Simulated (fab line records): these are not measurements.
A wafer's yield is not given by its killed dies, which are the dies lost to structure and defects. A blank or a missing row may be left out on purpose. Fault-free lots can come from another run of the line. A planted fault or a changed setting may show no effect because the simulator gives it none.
Split-lot experiment :: flow n5-finfet :: route with 1938 steps; 7 lots, 21 wafers read

## SPLIT DETAILS
At N5_BEOL_M15_ILD_DEP_00 (deposits SiO2 from TEOS/O2, target thk 1629.3 nm, time 346.1 s), the setting time-s was moved away from the recipe's 346.1 s on 4 of the 21 wafers read, by -9.9% to +11.4%. The other wafers ran this setting at the recipe's value.

There is no step in the file separating the split from the reading.

## THE READING
M15_ILD_THK in nanometres, read at N5_BEOL_M15_THK_MEAS_01. A value of 1631 nm with a standard deviation of 21 nm is what fault-free wafers of this fab line usually give.

wafer: L075.1
tool, chamber at the split: pecvd-02, 2
time-s as run, s: 385.7
against the recipe: +11.4%
M15_ILD_THK, nm: 1810
against lot-mates on the recipe: +182

wafer: L075.2
tool, chamber at the split: pecvd-02, 1
time-s as run, s: 346.1
against the recipe: recipe
M15_ILD_THK, nm: 1614
against lot-mates on the recipe: -

wafer: L075.3
tool, chamber at the split: pecvd-02, 0
time-s as run, s: 346.1
against the recipe: recipe
M15_ILD_THK, nm: 1642
against lot-mates on the recipe: -

wafer: L076.3
tool, chamber at the split: pecvd-03, 1
time-s as run, s: 346.1
against the recipe: recipe
M15_ILD_THK, nm: 1611
against lot-mates on the recipe: -

wafer: L076.4
tool, chamber at the split: pecvd-03, 2
time-s as run, s: 346.1
against the recipe: recipe
M15_ILD_THK, nm: 1643
against lot-mates on the recipe: -

wafer: L076.5
tool, chamber at the split: pecvd-03, 0
time-s as run, s: 314.6
against the recipe: -9.1%
M15_ILD_THK, nm: 1487
against lot-mates on the recipe: -140

wafer: L087.1
tool, chamber at the split: pecvd-03, 1
time-s as run, s: 346.1
against the recipe: recipe
M15_ILD_THK, nm: 1630
against lot-mates on the recipe: -

wafer: L087.5
tool, chamber at the split: pecvd-03, 2
time-s as run, s: 346.1
against the recipe: recipe
M15_ILD_THK, nm: 1649
against lot-mates on the recipe: -

wafer: L087.6
tool, chamber at the split: pecvd-03, 0
time-s as run, s: 346.1
against the recipe: recipe
M15_ILD_THK, nm: 1664
against lot-mates on the recipe: -

wafer: L090.2
tool, chamber at the split: pecvd-02, 0
time-s as run, s: 311.7
against the recipe: -9.9%
M15_ILD_THK, nm: 1451
against lot-mates on the recipe: -169

wafer: L090.5
tool, chamber at the split: pecvd-02, 0
time-s as run, s: 311.7
against the recipe: -9.9%
M15_ILD_THK, nm: 1469
against lot-mates on the recipe: -151

wafer: L090.6
tool, chamber at the split: pecvd-02, 1
time-s as run, s: 346.1
against the recipe: recipe
M15_ILD_THK, nm: 1620
against lot-mates on the recipe: -

wafer: L092.2
tool, chamber at the split: pecvd-02, 1
time-s as run, s: 346.1
against the recipe: recipe
M15_ILD_THK, nm: 1620
against lot-mates on the recipe: -

wafer: L092.3
tool, chamber at the split: pecvd-02, 1
time-s as run, s: 346.1
against the recipe: recipe
M15_ILD_THK, nm: 1640
against lot-mates on the recipe: -

wafer: L092.6
tool, chamber at the split: pecvd-02, 2
time-s as run, s: 346.1
against the recipe: recipe
M15_ILD_THK, nm: 1637
against lot-mates on the recipe: -

wafer: L093.1
tool, chamber at the split: pecvd-03, 0
time-s as run, s: 346.1
against the recipe: recipe
M15_ILD_THK, nm: 1617
against lot-mates on the recipe: -

wafer: L093.2
tool, chamber at the split: pecvd-03, 1
time-s as run, s: 346.1
against the recipe: recipe
M15_ILD_THK, nm: 1607
against lot-mates on the recipe: -

wafer: L093.6
tool, chamber at the split: pecvd-03, 2
time-s as run, s: 346.1
against the recipe: recipe
M15_ILD_THK, nm: 1649
against lot-mates on the recipe: -

wafer: L094.2
tool, chamber at the split: pecvd-02, 2
time-s as run, s: 346.1
against the recipe: recipe
M15_ILD_THK, nm: 1639
against lot-mates on the recipe: -

wafer: L094.4
tool, chamber at the split: pecvd-02, 0
time-s as run, s: 346.1
against the recipe: recipe
M15_ILD_THK, nm: 1665
against lot-mates on the recipe: -

wafer: L094.6
tool, chamber at the split: pecvd-02, 1
time-s as run, s: 346.1
against the recipe: recipe
M15_ILD_THK, nm: 1625
against lot-mates on the recipe: -

FIT RESULTS
A straight line over all 21 wafers: M15_ILD_THK changes by +16.5 nm for each +1% of time-s; r = +0.98; the points scatter about the line by 17 nm.
The same after taking each lot's own level away (the mean of its wafers on the recipe; 21 wafers): +15.9 nm for each +1%; r = +0.98; scatter 14 nm.
Per that fit: largest time-s move, reading shift of 1.8e+02 nm.
Across the lots, their own levels run from 1620.0 to 1647.7 nm, a range of 1.3 times the standard deviation given above.
Consequently the slope shifts little with the lot-to-lot level, the two slopes agreeing.
Check: with one of the wafers moved furthest among these (+11.4%) left out of the fit, the line predicts +182 nm for it against its lot-mates. Against them it came out at +182 nm.

## THE OTHER SPLITS THESE WAFERS WENT THROUGH
These wafers also went through other splits before the reading. Each is held against what the fit with the lots' levels taken away leaves over:
other split on the same wafers: N5_BEOL_M13_COAT_04 spin-rpm
wafers away from the commonest value: 7
r with M15_ILD_THK (lot level and that fit taken away): +0.05

other split on the same wafers: N5_BEOL_M14_DEP_53 time-s
wafers away from the commonest value: 6
r with M15_ILD_THK (lot level and that fit taken away): -0.05

## THE WHOLE CHAIN: every reading that the file lists as answering this split, in the file's order
step: N5_BEOL_M15_ILD_DEP_00
what it does: deposits SiO2 from TEOS/O2, target thk 1629.3 nm, time 346.1 s
reading: SiO2_of_BEOL_M15_ILD_DEP_00.thk-nm (the simulator's own value, which no gauge read)
change (the file's fit): +15.9 nm for each +1% of the setting
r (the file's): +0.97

step: N5_BEOL_M15_THK_MEAS_01
what it does: 
reading: M15_ILD_THK
change (the file's fit): +15.8 for each +1% of the setting
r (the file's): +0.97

step: N5_BEOL_M15_VIA_ETCH_16
what it does: etches SiO2 in C4F8/O2/Ar, target depth 1792.2 nm
reading: etch.depth-nm (the simulator's own value, which no gauge read)
change (the file's fit): +15.9 nm for each +1% of the setting
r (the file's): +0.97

step: N5_BEOL_M15_VIA_ETCH_16
what it does: etches SiO2 in C4F8/O2/Ar, target depth 1792.2 nm
reading: coat_of_BEOL_M15_COAT_04.thk-nm (the simulator's own value, which no gauge read)
change (the file's fit): -4.47 nm for each +1% of the setting
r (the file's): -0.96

## FILE'S OWN FIT
M15_ILD_THK changes by +15.8 nm for each +1% of time-s, r = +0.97.
